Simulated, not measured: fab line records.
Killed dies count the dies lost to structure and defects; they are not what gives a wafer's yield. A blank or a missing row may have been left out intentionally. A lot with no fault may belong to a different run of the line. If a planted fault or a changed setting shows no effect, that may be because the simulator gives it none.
fab line records ; flow nand_harc
record lots=12; wafers=36; last_day=33
route steps=1302 shown P_M1@296 P_M2@328 END@1302
lots with no fault: from the same line, run without faults
start_h: start of the lot's first displayed wafer, in hours after the record's first day ; wait_h: hours since the lot's step before ; " identical to the entry in the row above ; L1.1+2: several wafers, shown together as one row ; - no value, or no start was given ; * or withheld: withheld ; < > ~ a bound
route shown NAME@n: a module of which the file shows steps, and the number in the route of the first ; usual: mean/standard deviation taken from wafers without a fault ; same: alike in all rows ; chamber/n: place in a boat ; sites: per-site readings ; _std_site: standard deviation across them ; _edge_site: outer sites' mean less inner sites' ; radius_mm: how far each site lies from the wafer's centre ; mask NAME#n: copy n ; behind: the last tool/chamber to shape the wafer ; hold: what put the lot on hold/how long, in hours/how the hold closed ; device: the n, p or np transistor that did not switch ; end of line: tests of these same wafers at the route's end ; step lacking rows: just its recipe ; killed: the dies lost at the first sort to structure and to defects; this is not the yield of the wafer ; map: per-die view of a wafer (x killed, . not killed, _ where there is no die)
set.NAME: setting as actually run; set.NAME@STEP: the setting as run at that earlier step ; model.NAME: the simulator's own value behind a step, which no gauge read
a sample of lots followed through the steps of the route, with each step as a table and each wafer as a row
services: when a tool's chamber went out of use (start_h, in hours from the record's first day, below 0 if earlier), for how many hours, and the reason
## steps
# step NHARC_P_M1_OVL_MEAS_10
# recipe pitch_nm=260
# usual overlay_x_nm=-0.3/0.69; overlay_y_nm=0.2/0.66
lot.wafer;tool;chamber;start_h;wait_h;overlay_x_nm;overlay_y_nm
L952.1;overlay-02;-;139.71;-;-0.9;1.6
L952.5;overlay-02;-;139.71;-;-0.5;0.7
L952.6;overlay-02;-;139.71;-;-0.6;0.6
L954.2;overlay-02;-;157.13;-;-0.5;0.2
L954.3;overlay-02;-;157.13;-;-0.9;0.8
L954.4;overlay-02;-;157.13;-;-0.5;1.3
L957.1;overlay-02;-;185.96;-;0.4;-0.2
L957.2;overlay-02;-;185.96;-;-0.3;-0.5
L957.4;overlay-02;-;185.96;-;0.4;-0.3
L958.1;overlay-01;-;191.91;-;-0.7;0.3
L958.5;overlay-01;-;191.91;-;-0.7;0.0
L958.6;overlay-01;-;191.91;-;-1.3;-0.1
L962.1;overlay-01;-;235.12;-;0.1;0.0
L962.4;overlay-01;-;235.12;-;-0.5;-0.2
L962.6;overlay-01;-;235.12;-;0.5;0.6
L964.1;overlay-02;-;256.14;-;0.0;1.2
L964.2;overlay-02;-;256.14;-;0.8;0.9
L964.3;overlay-02;-;256.14;-;1.0;0.6
L969.2;overlay-02;-;298.81;-;-0.3;0.1
L969.3;overlay-02;-;298.81;-;-0.3;-0.5
L969.4;overlay-02;-;298.81;-;-0.3;-0.2
L970.2;overlay-01;-;314.27;-;1.0;-0.2
L970.4;overlay-01;-;314.27;-;0.2;-0.5
L970.6;overlay-01;-;314.27;-;-0.1;-0.3
L971.1;overlay-02;-;328.40;-;0.6;0.2
L971.5;overlay-02;-;328.40;-;0.6;0.4
L971.6;overlay-02;-;328.40;-;0.9;0.1
L972.1;overlay-01;-;331.60;-;-0.3;0.4
L972.4;overlay-01;-;331.60;-;-0.1;1.3
L972.6;overlay-01;-;331.60;-;-0.2;1.1
L973.1;overlay-01;-;351.64;-;-0.6;0.3
L973.5;overlay-01;-;351.64;-;-0.7;0.9
L973.6;overlay-01;-;351.64;-;-0.3;0.8
L974.2;overlay-02;-;359.16;-;0.9;0.2
L974.4;overlay-02;-;359.16;-;1.5;0.1
L974.6;overlay-02;-;359.16;-;0.4;-0.2
# step NHARC_P_M1_PRE_CLEAN_32
# recipe time_s=12; temp_c=370; rf_power_w=300; gas=NH3
# usual heater_power_w=649/57
# same time_s=12
lot.wafer;tool;chamber;start_h;wait_h;heater_power_w
L952.1;pecvd-03;1;142.45;0.1;577
L952.6;pecvd-03;1;142.45;0.1;569
L952.5;pecvd-03;0;142.45;0.1;619
L954.3;pecvd-01;1;160.39;0.1;578
L954.2;pecvd-01;0;160.39;0.1;667
L954.4;pecvd-01;1;160.39;0.1;587
L957.1;pecvd-01;2;188.73;0.1;682
L957.2;pecvd-01;0;188.73;0.1;631
L957.4;pecvd-01;0;188.73;0.1;632
L958.1;pecvd-01;2;194.74;0.1;707
L958.5;pecvd-01;1;194.74;0.1;633
L958.6;pecvd-01;2;194.74;0.1;708
L962.1;pecvd-01;2;237.89;0.1;672
L962.4;pecvd-01;1;237.89;0.1;672
L962.6;pecvd-01;0;237.89;0.1;687
L964.1;pecvd-03;2;258.86;0.1;730
L964.3;pecvd-03;0;258.86;0.1;589
L964.2;pecvd-03;1;258.86;0.1;615
L969.2;pecvd-04;2;301.60;0.1;631
L969.3;pecvd-04;0;301.60;0.1;742
L969.4;pecvd-04;2;301.60;0.1;630
L970.2;pecvd-03;0;317.02;0.1;568
L970.6;pecvd-03;0;317.02;0.1;580
L970.4;pecvd-03;2;317.02;0.1;666
L971.1;pecvd-01;2;331.14;0.1;654
L971.6;pecvd-01;2;331.14;0.1;655
L971.5;pecvd-01;0;331.14;0.1;692
L972.1;pecvd-01;2;334.39;0.1;606
L972.6;pecvd-01;0;334.39;0.1;730
L972.4;pecvd-01;1;334.39;0.1;700
L973.1;pecvd-03;1;354.49;0.1;638
L973.6;pecvd-03;2;354.49;0.1;670
L973.5;pecvd-03;0;354.49;0.1;610
L974.2;pecvd-01;2;361.96;0.1;688
L974.4;pecvd-01;0;361.96;0.1;723
L974.6;pecvd-01;1;361.96;0.1;729
# step NHARC_P_M2_CD_MEAS_09
# recipe target_cd_nm=170; landing_energy_ev=500
# usual cd_nm=170.0/0.48
lot.wafer;tool;chamber;start_h;wait_h;cd_nm
L952.1;cd_sem-03;0;143.65;-;169.3
L952.5;cd_sem-03;0;143.65;-;169.6
L952.6;cd_sem-03;0;143.65;-;169.0
L954.2;cd_sem-03;0;161.72;-;169.3
L954.3;cd_sem-03;0;161.72;-;169.7
L954.4;cd_sem-03;0;161.72;-;169.5
L957.1;cd_sem-03;0;190.34;-;170.0
L957.2;cd_sem-03;0;190.34;-;169.9
L957.4;cd_sem-03;0;190.34;-;170.0
L958.1;cd_sem-03;0;196.03;-;169.8
L958.5;cd_sem-03;0;196.03;-;170.0
L958.6;cd_sem-03;0;196.03;-;170.0
L962.1;cd_sem-03;0;239.06;-;170.0
L962.4;cd_sem-03;0;239.06;-;169.9
L962.6;cd_sem-03;0;239.06;-;169.7
L964.1;cd_sem-03;0;260.18;-;169.7
L964.2;cd_sem-03;0;260.18;-;169.9
L964.3;cd_sem-03;0;260.18;-;170.6
L969.2;cd_sem-01;0;302.90;-;170.0
L969.3;cd_sem-01;0;302.90;-;169.9
L969.4;cd_sem-01;0;302.90;-;169.5
L970.2;cd_sem-01;0;318.36;-;171.3
L970.4;cd_sem-01;0;318.36;-;170.5
L970.6;cd_sem-01;0;318.36;-;170.6
L971.1;cd_sem-02;0;332.44;-;169.9
L971.5;cd_sem-02;0;332.44;-;170.1
L971.6;cd_sem-02;0;332.44;-;169.9
L972.1;cd_sem-01;0;335.69;-;170.2
L972.4;cd_sem-01;0;335.69;-;170.4
L972.6;cd_sem-01;0;335.69;-;169.8
L973.1;cd_sem-02;0;355.82;-;170.2
L973.5;cd_sem-02;0;355.82;-;169.7
L973.6;cd_sem-02;0;355.82;-;169.6
L974.2;cd_sem-03;0;363.26;-;169.4
L974.4;cd_sem-03;0;363.26;-;169.7
L974.6;cd_sem-03;0;363.26;-;170.1
# step NHARC_P_M2_INSPECT_11
# usual raw_defect_count=4.5/2.4
lot.wafer;tool;chamber;start_h;wait_h;raw_defect_count
L952.1;defect_inspect-02;-;143.77;0.0;6
L952.5;defect_inspect-02;-;143.77;0.0;5
L952.6;defect_inspect-02;-;143.77;0.0;4
L954.2;defect_inspect-02;-;161.86;0.0;2
L954.3;defect_inspect-02;-;161.86;0.0;5
L954.4;defect_inspect-02;-;161.86;0.0;4
L957.1;defect_inspect-01;-;190.46;0.0;5
L957.2;defect_inspect-01;-;190.46;0.0;6
L957.4;defect_inspect-01;-;190.46;0.0;2
L958.1;defect_inspect-02;-;196.16;0.0;6
L958.5;defect_inspect-02;-;196.16;0.0;6
L958.6;defect_inspect-02;-;196.16;0.0;8
L962.1;defect_inspect-02;-;239.18;0.0;1
L962.4;defect_inspect-02;-;239.18;0.0;1
L962.6;defect_inspect-02;-;239.18;0.0;977
L964.1;defect_inspect-02;-;260.30;0.0;12
L964.2;defect_inspect-02;-;260.30;0.0;4
L964.3;defect_inspect-02;-;260.30;0.0;2
L969.2;defect_inspect-01;-;303.03;0.0;1
L969.3;defect_inspect-01;-;303.03;0.0;6
L969.4;defect_inspect-01;-;303.03;0.0;3
L970.2;defect_inspect-02;-;318.48;0.0;5
L970.4;defect_inspect-02;-;318.48;0.0;7
L970.6;defect_inspect-02;-;318.48;0.0;5
L971.1;defect_inspect-02;-;332.56;0.0;3
L971.5;defect_inspect-02;-;332.56;0.0;2
L971.6;defect_inspect-02;-;332.56;0.0;1
L972.1;defect_inspect-01;-;335.82;0.0;6
L972.4;defect_inspect-01;-;335.82;0.0;2
L972.6;defect_inspect-01;-;335.82;0.0;7
L973.1;defect_inspect-01;-;355.95;0.0;8
L973.5;defect_inspect-01;-;355.95;0.0;7
L973.6;defect_inspect-01;-;355.95;0.0;6
L974.2;defect_inspect-02;-;363.38;0.0;5
L974.4;defect_inspect-02;-;363.38;0.0;9
L974.6;defect_inspect-02;-;363.38;0.0;7
# step NHARC_P_M2_ANNEAL_31
# recipe temp_c=225; time_s=90
# usual wafer_temp_C_max=226.13/0.26
# same time_s=90
lot.wafer;tool;chamber;start_h;wait_h;wafer_temp_C_max
L952.1;rtp_anneal-01;0;145.69;0.3;226.57
L952.5;rtp_anneal-01;0;145.69;0.3;226.01
L952.6;rtp_anneal-01;0;145.69;0.3;226.27
L954.2;rtp_anneal-01;0;163.74;-;226.18
L954.3;rtp_anneal-01;0;163.74;-;226.41
L954.4;rtp_anneal-01;0;163.74;-;226.21
L957.1;rtp_anneal-01;0;192.30;0.3;225.78
L957.2;rtp_anneal-01;0;192.30;0.3;226.05
L957.4;rtp_anneal-01;0;192.30;0.3;225.95
L958.1;rtp_anneal-01;0;198.16;-;226.52
L958.5;rtp_anneal-01;0;198.16;-;226.23
L958.6;rtp_anneal-01;0;198.16;-;226.29
L962.1;rtp_anneal-01;0;241.03;-;225.91
L962.4;rtp_anneal-01;0;241.03;-;225.90
L962.6;rtp_anneal-01;0;241.03;-;225.96
L964.1;rtp_anneal-02;0;262.12;0.3;226.56
L964.2;rtp_anneal-02;0;262.12;0.3;226.32
L964.3;rtp_anneal-02;0;262.12;0.3;225.77
L969.2;rtp_anneal-01;0;304.90;0.3;226.92
L969.3;rtp_anneal-01;0;304.90;0.3;226.07
L969.4;rtp_anneal-01;0;304.90;0.3;225.92
L970.2;rtp_anneal-02;0;320.35;-;227.02
L970.4;rtp_anneal-02;0;320.35;-;226.39
L970.6;rtp_anneal-02;0;320.35;-;226.52
L971.1;rtp_anneal-01;0;334.41;0.4;226.10
L971.5;rtp_anneal-01;0;334.41;0.4;226.64
L971.6;rtp_anneal-01;0;334.41;0.4;226.24
L972.1;rtp_anneal-02;0;337.87;-;226.32
L972.4;rtp_anneal-02;0;337.87;-;226.50
L972.6;rtp_anneal-02;0;337.87;-;226.50
L973.1;rtp_anneal-02;0;357.89;0.3;226.08
L973.5;rtp_anneal-02;0;357.89;0.3;225.94
L973.6;rtp_anneal-02;0;357.89;0.3;226.31
L974.2;rtp_anneal-02;0;365.25;0.4;225.78
L974.4;rtp_anneal-02;0;365.25;0.4;226.16
L974.6;rtp_anneal-02;0;365.25;0.4;225.65
# step NHARC_END_SORT_01
# recipe temp_c=25
# usual defect_limited_yield=91.1/2.8; killed_at_array=56/19; killed_at_other=1.0/1.5; killed_at_periphery=3.4/2.4; killed_dies=60/19; killed_open=3.3/1.8; killed_short=2.4/1.7; sort_bin_2_pct=3.2/1.3; sort_bin_3_pct=0.7/0.39; sort_bin_4_pct=4.9/1.6; sort_n_pass=617/19; sort_rim_yield_pct=89/4.2; sort_yield_pct=91.1/2.8
# same gross_dies=677; sort_bin_5_pct[%]=0; sort_bin_6_pct[%]=0; sort_bin_7_pct[%]=0; sort_bin_8_pct[%]=0; sort_rim_n_gross=106.00
lot.wafer;tool;chamber;start_h;wait_h;defect_limited_yield[%];killed_at_array;killed_at_other;killed_at_periphery;killed_dies;killed_open;killed_short;sort_bin_2_pct[%];sort_bin_3_pct[%];sort_bin_4_pct[%];sort_n_pass;sort_rim_yield_pct[%];sort_yield_pct[%]
L952.1;prober-01;0;569.75;2.5;95.3;28;2;2;32;5;2;2.1;0.1;2.5;645;92;95.3
L952.5;prober-01;0;572.94;3.7;94.8;26;4;5;35;5;6;1.9;0.1;3.1;642;92;94.8
L952.6;prober-01;0;573.74;4.0;97.0;16;2;2;20;3;0;0.7;0.1;2.1;657;94;97.0
L954.2;prober-01;0;582.43;2.8;94.5;33;1;3;37;1;4;1.5;0.7;3.2;640;89;94.5
L954.3;prober-01;0;583.22;3.1;93.9;35;2;4;41;4;0;2.8;0;3.2;636;84;93.9
L954.4;prober-01;0;584.00;3.4;92.8;42;2;5;49;6;2;2.1;0;5.2;628;84;92.8
L957.1;prober-02;0;631.70;2.5;92.0;45;3;6;54;5;3;1.9;0.6;5.5;623;87;92.0
L957.2;prober-02;0;632.49;2.8;93.5;36;1;7;44;2;1;1.9;0;4.6;633;90;93.5
L957.4;prober-02;0;634.06;3.4;93.6;39;2;2;43;2;1;1.3;0.7;4.3;634;91;93.6
L958.1;prober-02;0;644.98;2.5;86.0;88;0;7;95;2;2;5.3;1.3;7.4;582;90;86.0
L958.5;prober-02;0;648.16;3.7;85.7;94;0;3;97;1;3;5.2;1.3;7.8;580;83;85.7
L958.6;prober-02;0;648.96;4.0;85.7;89;0;8;97;4;5;6.5;1.2;6.6;580;92;85.7
L962.1;prober-02;0;667.49;2.5;89.2;71;0;2;73;4;1;3.7;1.0;6.1;604;90;89.2
L962.4;prober-02;0;669.89;3.4;89.7;70;0;0;70;1;2;3.1;1.0;6.2;607;92;89.7
L962.6;prober-02;0;671.48;4.0;80.8;70;0;60;130;4;2;7.4;4.0;7.8;547;76;80.8
L964.1;prober-01;0;696.09;2.6;85.1;94;0;7;101;4;4;5.6;0.3;9.0;576;83;85.1
L964.2;prober-01;0;696.89;2.8;86.9;88;0;1;89;2;1;5.0;0.4;7.7;588;86;86.9
L964.3;prober-01;0;697.69;3.1;86.7;86;0;4;90;4;3;4.3;0.7;8.3;587;87;86.7
L969.2;prober-01;0;747.92;2.8;89.8;66;3;0;69;0;1;4.1;0.9;5.2;608;89;89.8
L969.3;prober-01;0;748.72;3.1;88.6;68;3;6;77;3;3;4.4;0.9;6.1;600;90;88.6
L969.4;prober-01;0;749.52;3.4;89.2;69;2;2;73;1;4;4.7;1.0;5.0;604;85;89.2
L970.2;prober-01;0;762.24;2.8;90.4;60;1;4;65;3;3;3.5;1.0;5.0;612;92;90.4
L970.4;prober-01;0;763.85;3.4;91.1;56;0;4;60;3;1;4.0;1.0;3.8;617;94;91.1
L970.6;prober-01;0;765.46;4.0;89.7;69;0;1;70;2;0;2.7;0.9;6.8;607;89;89.7
# killed by level:class
L952.1 A_CHANNEL_HOLE_D2:chamber_film_flake=9 A_CONTACT:chamber_film_flake=6 A_DECK1_JOINT:chamber_film_flake=2 THIN_TSV:chamber_film_flake=2 A_SOURCE_PLATE:geometric_particle:short=1 A_CHANNEL_FILL_D2:geometric_particle:open=1 A_STAIRCASE:geometric_particle:open=1 A_SGD_CUT:geometric_particle:open=1
L952.5 A_CHANNEL_HOLE_D2:chamber_film_flake=4 A_ZERO_WELL:chamber_film_flake=3 A_CHANNEL_HOLE_D1:chamber_film_flake=3 A_WL_FILL:chamber_film_flake=3 A_M0:geometric_particle:open=2 A_CONTACT:chamber_film_flake=2 THIN_TSV:chamber_film_flake=2 P_STI:geometric_particle:short=1
L952.6 A_CHANNEL_HOLE_D2:chamber_film_flake=3 A_STAIRCASE:chamber_film_flake=3 A_CONTACT:chamber_film_flake=3 A_ONON_D1:geometric_particle:open=2 A_CHANNEL_FILL_D1:chamber_film_flake=2 THIN_TSV:chamber_film_flake=2 A_WL_FILL:geometric_particle:open=1 P_STI:chamber_film_flake=1
L954.2 A_SLIT:chamber_film_flake=17 A_CHANNEL_HOLE_D2:chamber_film_flake=7 A_CHANNEL_FILL_D1:chamber_film_flake=3 P_M0:geometric_particle:short=2 A_STAIRCASE:chamber_film_flake=2 P_M0:geometric_particle:open=1 A_CHANNEL_FILL_D2:geometric_particle:short=1 A_WL_FILL:geometric_particle:short=1
L954.3 A_SLIT:chamber_film_flake=21 A_CHANNEL_HOLE_D2:chamber_film_flake=8 A_STAIRCASE:chamber_film_flake=4 P_CONTACT:geometric_particle:open=2 A_CHANNEL_HOLE_D1:chamber_film_flake=2 P_M0:geometric_particle:open=1 STARTING-WAFER:geometric_particle:open=1 P_ZERO_WELL:chamber_film_flake=1
L954.4 A_SLIT:chamber_film_flake=20 A_CHANNEL_HOLE_D2:chamber_film_flake=7 P_GATE:chamber_film_flake=3 A_ZERO_WELL:chamber_film_flake=2 A_CHANNEL_HOLE_D1:chamber_film_flake=2 A_CHANNEL_FILL_D1:chamber_film_flake=2 A_CONTACT:chamber_film_flake=2 THIN_TSV:chamber_film_flake=2
L957.1 A_SLIT:chamber_film_flake=24 A_CHANNEL_HOLE_D1:chamber_film_flake=3 A_CHANNEL_HOLE_D2:chamber_film_flake=3 THIN_TSV:chamber_film_flake=3 P_GATE:chamber_film_flake=2 A_STAIRCASE:chamber_film_flake=2 A_WL_FILL:chamber_film_flake=2 A_CONTACT:chamber_film_flake=2
L957.2 A_SLIT:chamber_film_flake=20 A_CHANNEL_HOLE_D1:chamber_film_flake=5 A_CHANNEL_HOLE_D2:chamber_film_flake=4 P_GATE:chamber_film_flake=3 P_ZERO_WELL:chamber_film_flake=2 P_M1:geometric_particle:open=1 A_M0:geometric_particle:short=1 A_M0:geometric_particle:open=1
L957.4 A_SLIT:chamber_film_flake=21 A_CHANNEL_HOLE_D1:chamber_film_flake=4 A_DECK1_JOINT:chamber_film_flake=3 A_CHANNEL_HOLE_D2:chamber_film_flake=3 P_ZERO_WELL:chamber_film_flake=2 A_BONDPAD:chamber_film_flake=2 THIN_TSV:chamber_film_flake=2 A_ONON_D1:geometric_particle:short=1
L958.1 A_CHANNEL_HOLE_D2:chamber_film_flake=33 A_CHANNEL_HOLE_D1:chamber_film_flake=28 A_SLIT:chamber_film_flake=19 P_ZERO_WELL:chamber_film_flake=3 A_ONON_D1:geometric_particle:short=2 P_GATE:chamber_film_flake=2 A_STAIRCASE:chamber_film_flake=2 P_CONTACT:geometric_particle:open=1
L958.5 A_CHANNEL_HOLE_D1:chamber_film_flake=33 A_CHANNEL_HOLE_D2:chamber_film_flake=31 A_SLIT:chamber_film_flake=24 A_WL_FILL:geometric_particle:short=2 P_GATE:chamber_film_flake=2 A_ONON_D1:geometric_particle:short=1 A_WL_FILL:geometric_particle:open=1 P_ZERO_WELL:chamber_film_flake=1
L958.6 A_CHANNEL_HOLE_D2:chamber_film_flake=31 A_CHANNEL_HOLE_D1:chamber_film_flake=24 A_SLIT:chamber_film_flake=24 P_GATE:chamber_film_flake=4 P_CONTACT:geometric_particle:short=2 A_STAIRCASE:chamber_film_flake=2 P_M0:geometric_particle:open=1 A_ONON_D1:geometric_particle:short=1
L962.1 A_CHANNEL_HOLE_D1:chamber_film_flake=30 A_SLIT:chamber_film_flake=22 A_DECK1_JOINT:chamber_film_flake=5 A_BLC:chamber_film_flake=4 A_CHANNEL_HOLE_D2:chamber_film_flake=2 A_STAIRCASE:chamber_film_flake=2 P_GATE:geometric_particle:open=1 P_M2:geometric_particle:open=1
L962.4 A_CHANNEL_HOLE_D1:chamber_film_flake=35 A_SLIT:chamber_film_flake=25 A_CHANNEL_HOLE_D1:geometric_particle:short=2 A_CONTACT:chamber_film_flake=2 A_BLC:chamber_film_flake=2 A_ONON_D1:geometric_particle:open=1 A_CHANNEL_FILL_D1:chamber_film_flake=1 A_CHANNEL_FILL_D2:chamber_film_flake=1
L962.6 P_M1:unspecified=60 A_CHANNEL_HOLE_D1:chamber_film_flake=27 A_SLIT:chamber_film_flake=23 A_STAIRCASE:chamber_film_flake=4 A_BLC:chamber_film_flake=4 A_CHANNEL_FILL_D2:geometric_particle:open=3 A_CONTACT:chamber_film_flake=2 A_CHANNEL_FILL_D2:chamber_film_flake=2
L964.1 A_CHANNEL_HOLE_D1:chamber_film_flake=31 A_SLIT:chamber_film_flake=20 A_CONTACT:chamber_film_flake=16 A_STAIRCASE:chamber_film_flake=9 A_CHANNEL_HOLE_D2:chamber_film_flake=8 A_ZERO_WELL:chamber_film_flake=2 P_STI:chamber_film_flake=2 P_M1:chamber_film_flake=2
L964.2 A_CHANNEL_HOLE_D1:chamber_film_flake=29 A_SLIT:chamber_film_flake=24 A_CONTACT:chamber_film_flake=18 A_CHANNEL_HOLE_D2:chamber_film_flake=7 A_STAIRCASE:chamber_film_flake=3 A_ONON_D1:geometric_particle:open=1 A_CHANNEL_HOLE_D1:geometric_particle:open=1 A_WL_FILL:geometric_particle:short=1
L964.3 A_CHANNEL_HOLE_D1:chamber_film_flake=33 A_SLIT:chamber_film_flake=18 A_CHANNEL_HOLE_D2:chamber_film_flake=14 A_CONTACT:chamber_film_flake=9 A_STAIRCASE:chamber_film_flake=5 A_ONON_D1:geometric_particle:open=2 A_WL_FILL:geometric_particle:short=2 P_M0:geometric_particle:open=1
L969.2 A_CHANNEL_HOLE_D1:chamber_film_flake=31 A_SLIT:chamber_film_flake=15 A_CHANNEL_HOLE_D2:chamber_film_flake=9 A_STAIRCASE:chamber_film_flake=4 A_CONTACT:chamber_film_flake=4 THIN_TSV:chamber_film_flake=3 A_M0:chamber_film_flake=2 A_CHANNEL_FILL_D2:geometric_particle:short=1
L969.3 A_CHANNEL_HOLE_D1:chamber_film_flake=29 A_SLIT:chamber_film_flake=17 A_CHANNEL_HOLE_D2:chamber_film_flake=8 A_CONTACT:chamber_film_flake=4 P_GATE:chamber_film_flake=3 THIN_TSV:chamber_film_flake=3 A_CHANNEL_FILL_D1:geometric_particle:open=2 P_STI:chamber_film_flake=2
L969.4 A_CHANNEL_HOLE_D1:chamber_film_flake=30 A_SLIT:chamber_film_flake=12 A_CHANNEL_HOLE_D2:chamber_film_flake=11 A_CONTACT:chamber_film_flake=8 A_STAIRCASE:chamber_film_flake=3 THIN_TSV:chamber_film_flake=2 P_M0:geometric_particle:open=1 A_CHANNEL_FILL_D1:geometric_particle:short=1
L970.2 A_CHANNEL_HOLE_D1:chamber_film_flake=31 A_CHANNEL_HOLE_D2:chamber_film_flake=14 A_CONTACT:chamber_film_flake=4 A_SLIT:chamber_film_flake=3 P_CONTACT:chamber_film_flake=2 A_DECK1_JOINT:chamber_film_flake=2 P_CONTACT:geometric_particle:short=1 P_M0:geometric_particle:open=1
L970.4 A_CHANNEL_HOLE_D1:chamber_film_flake=31 A_CHANNEL_HOLE_D2:chamber_film_flake=12 A_CONTACT:chamber_film_flake=5 P_GATE:chamber_film_flake=3 A_SLIT:chamber_film_flake=2 P_GATE:geometric_particle:open=1 A_ONON_D1:geometric_particle:open=1 A_CHANNEL_FILL_D2:geometric_particle:short=1
L970.6 A_CHANNEL_HOLE_D1:chamber_film_flake=26 A_CHANNEL_HOLE_D2:chamber_film_flake=22 A_SLIT:chamber_film_flake=10 A_CONTACT:chamber_film_flake=5 A_M0:chamber_film_flake=2 A_WL_FILL:geometric_particle:open=1 A_CONTACT:geometric_particle:open=1 P_CONTACT:chamber_film_flake=1
## services
tool;chamber;start_h;hours;kind
pecvd-01;-;130.18;13.0;pm
pecvd-01;0;130.18;13.0;vent_cycle
pecvd-01;1;130.18;13.0;vent_cycle
pecvd-01;2;130.18;13.0;vent_cycle
pecvd-01;0;143.18;-;clean
pecvd-01;1;143.18;-;clean
pecvd-01;2;143.18;-;clean
pecvd-04;2;173.13;5.0;repair
pecvd-03;-;185.24;13.0;pm
pecvd-03;0;185.24;13.0;vent_cycle
pecvd-03;1;185.24;13.0;vent_cycle
pecvd-03;2;185.24;13.0;vent_cycle
pecvd-04;-;207.83;0.7;repair
pecvd-03;-;216.61;0.9;repair
pecvd-01;1;241.02;4.1;repair
pecvd-04;-;269.00;13.0;pm
pecvd-04;0;305.44;6.8;repair
pecvd-01;-;311.18;13.0;pm
pecvd-01;0;311.18;13.0;vent_cycle
pecvd-01;1;311.18;13.0;vent_cycle
pecvd-01;2;311.18;13.0;vent_cycle
pecvd-01;0;324.18;-;clean
pecvd-01;1;324.18;-;clean
pecvd-01;2;324.18;-;clean
## key
first_sign step=NHARC_P_M2_INSPECT_11; reading=raw_defect_count; direction=up; sigmas=99+; usual=4.5; struck=977
effect step=NHARC_END_SORT_01; reading=killed_at_periphery; direction=up; sigmas=24; usual=3.4; struck=60
more_kills_born_at NHARC_P_M1_PRE_CLEAN_32@pecvd-01=60
met_at NHARC_P_M1_PRE_CLEAN_32
struck_lots L962
struck_wafers L962.6
not_acting_at NHARC_P_M1_OVL_MEAS_10,NHARC_P_M2_CD_MEAS_09,NHARC_P_M2_ANNEAL_31
onset_between 188.73 237.89
fault kind=chamber_particle_source; tool=pecvd-01; chamber=0; onset_h=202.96; steps=NHARC_P_M1_PRE_CLEAN_32; rate_per_visit_cm2=1.4808; end_h=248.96
